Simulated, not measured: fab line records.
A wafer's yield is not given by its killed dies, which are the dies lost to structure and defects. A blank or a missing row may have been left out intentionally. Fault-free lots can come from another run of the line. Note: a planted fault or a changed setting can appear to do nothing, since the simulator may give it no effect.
Chamber matching -- flow n5-finfet -- N5_BEOL_M0_SAQP_STRIP_75 on rie-diel-03: 4 sister chambers
The step strips in CF4. 4 wafers are shown with their chamber, then 11 later ones without.

== WAFERS PAIRED WITH THEIR CHAMBERS ==
wafer,chamber,showerhead-plenum-p-Torr (Torr)
L086.4,0,1.76
L088.1,2,1.70
L088.2,3,1.91
L089.2,1,1.84

== WAFERS MISSING THEIR CHAMBER ==
wafer,showerhead-plenum-p-Torr (Torr)
L089.3,1.91
L089.5,1.84
L090.2,1.76
L090.3,1.90
L090.6,1.90
L092.1,1.76
L092.2,1.90
L092.6,1.76
L094.1,1.76
L094.2,1.90
L094.3,1.84

== WHICH CHAMBER EACH ONE RAN IN ==
wafer,from the rows above,in truth
L089.3,3,3
L089.5,1,1
L090.2,0,0
L090.3,3,3
L090.6,3,3
L092.1,0,0
L092.2,3,3
L092.6,0,0
L094.1,0,0
L094.2,3,3
L094.3,1,1
Placed correctly: 11 of 11. From these rows, 0 cannot be placed. Number placed wrongly: 0.
How it was worked out, from the rows above alone: a wafer's distance from a chamber is the root of the sum, over the readings, of the square of ((its reading less the chamber's mean) divided by the reading's scatter). The wafer belongs to the nearest chamber; if the next one is less than 2 further off, it can't be placed. A chamber's mean is the mean of its shown wafers. The scatter (one wafer shown for each chamber): square how far every hidden wafer sits from the nearest shown wafer, average those squares and take the square root.
